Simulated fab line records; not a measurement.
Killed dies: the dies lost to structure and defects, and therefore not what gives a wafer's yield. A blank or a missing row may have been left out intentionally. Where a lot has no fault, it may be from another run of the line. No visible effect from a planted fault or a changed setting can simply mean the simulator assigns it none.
The same fault as seen by 3 desks    flow n5_finfet    every desk sees just its own numbers, and what lay behind them comes last
Where a reading is given only as a bound, like >300, the bound stands for it, and a mean or a difference that rests on one is marked > or <: the true number lies beyond.

== DESK OF THE TOOL OWNER: rie_diel-01 ==
The tool's own readings at N5_BEOL_M0_SAQP_ETCH_88 (etches underlayer in N2/H2, target depth 6.5 nm, time 5.2 s): means of the sampled wafers that have a number, for each lot that ran on this tool. Any lot whose mean is over 4 standard deviations away from the usual mean is out of limits and marked OUT; that distance is given in the brackets. It has 8 readings; the 7 that lie furthest out on some lot are the ones shown.
Columns: A = bias_w at N5_BEOL_M0_SAQP_ETCH_88, usual 150.0 W; B = drypump_motor_current_A at N5_BEOL_M0_SAQP_ETCH_88, usual 5.4 A; C = etch_rf_on_time_s at N5_BEOL_M0_SAQP_ETCH_88, usual 5.23 s; D = oes_product_au at N5_BEOL_M0_SAQP_ETCH_88, usual 0.64 a.u.; E = rf_fwd_power_W at N5_BEOL_M0_SAQP_ETCH_88, usual 819.2 W; F = showerhead_plenum_p_Torr at N5_BEOL_M0_SAQP_ETCH_88, usual 2.61 Torr; G = throttle_valve_pct at N5_BEOL_M0_SAQP_ETCH_88, usual 17.91 %
lot   first seen here  A      B    C     D     E      F     G
L701  day 6 04:23      150.1  5.4  5.27  0.62  821.3  2.63  18.03
L702  day 6 11:38      150.0  5.1  5.21  0.65  819.6  2.62  17.75
L713  day 9 03:46      149.7  5.3  5.25  0.62  818.9  2.64  17.87
This desk found nothing out of limits on any of the 3 lots.

== AT THE METROLOGY DESK ==
Means of the sampled wafers that have a number, per lot and without regard to the tool the lot ran on: this is what the gauges read. Any lot whose mean is over 4 standard deviations away from the usual mean is out of limits and marked OUT; that distance is given in the brackets. It has 11 readings; the 7 that lie furthest out on some lot are the ones shown.
Columns: A = cd_nm at N5_BEOL_M0_SAQP_CD_MEAS_40, usual 30.03 nm; B = DIBL_P at N5_BEOL_M4_RC_MEAS_101, usual 36.3 mV/V; C = ION_N at N5_BEOL_M4_RC_MEAS_101, usual 675 uA/um; D = ION_P at N5_BEOL_M4_RC_MEAS_101, usual 462 uA/um; E = SS_N at N5_BEOL_M4_RC_MEAS_101, usual 71.5 mV/dec; F = SS_P at N5_BEOL_M4_RC_MEAS_101, usual 73.4 mV/dec; G = VT_N at N5_BEOL_M4_RC_MEAS_101, usual 249.5 mV
lot   first seen here  A      B     C    D    E     F     G
L701  day 6 04:13      30.05  34.1  670  466  71.1  73.5  249.9
L702  day 6 11:29      30.02  36.9  672  453  71.7  73.3  253.5
L706  day 7 12:30      29.93  36.5  657  450  71.6  73.6  251.2
L708  day 8 02:33      29.97  34.6  666  463  71.1  72.4  251.0
L713  day 9 03:02      30.28  36.9  674  457  72.2  73.4  248.0
L716  day 10 03:20     30.02  34.4  675  458  71.6  73.5  251.5
L721  day 11 12:05     30.30  35.7  684  468  71.2  72.5  248.9
L722  day 11 18:51     29.99  36.5  670  454  71.2  73.7  249.3
This desk found nothing out of limits on any of the 8 lots.

== THE DEFECT DESK ==
Counts from the inspections along the route, per lot, as means over the sampled wafers that have a number. Any lot whose mean is over 4 standard deviations away from the usual mean is out of limits and marked OUT; that distance is given in the brackets.
Columns: A = raw_defect_count at N5_BEOL_M0_CUTY_INSPECT_59, usual 2.0
lot   first seen here  A
L701  day 6 06:29      2.0
L702  day 6 12:50      1.7
L706  day 7 13:57      2.3
L708  day 8 04:19      3.0
L713  day 9 05:14      >101 (>+71) OUT
L716  day 10 05:05     2.0
L721  day 11 13:34     0.7
L722  day 11 20:42     1.7
This desk's verdict: out of limits on L713, starting with L713 at day 9 05:14 (raw_defect_count at N5_BEOL_M0_CUTY_INSPECT_59). Within limits: L701, L702, L706, L708, L716, L721, L722.

== BROUGHT TOGETHER ==
The defect desk could have raised an alarm at day 9 05:14, on L713.
The desk of the tool owner found nothing out of limits.
Metrology desk: nothing out of limits seen.
Tool owner's desk: L713 on record, inside its limits.
The metrology desk holds a record of L713, inside its limits.
Of the lots named, all ran N5_BEOL_M0_SAQP_ETCH_88 on rie_diel-01.

== WHAT THE SIMULATOR HAD PUT IN ==
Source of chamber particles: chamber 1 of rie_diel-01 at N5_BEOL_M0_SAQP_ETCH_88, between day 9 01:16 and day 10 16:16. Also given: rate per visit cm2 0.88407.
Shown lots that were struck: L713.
Hours from the fault's start to each desk's first reading out of limits: the defect desk, 4.
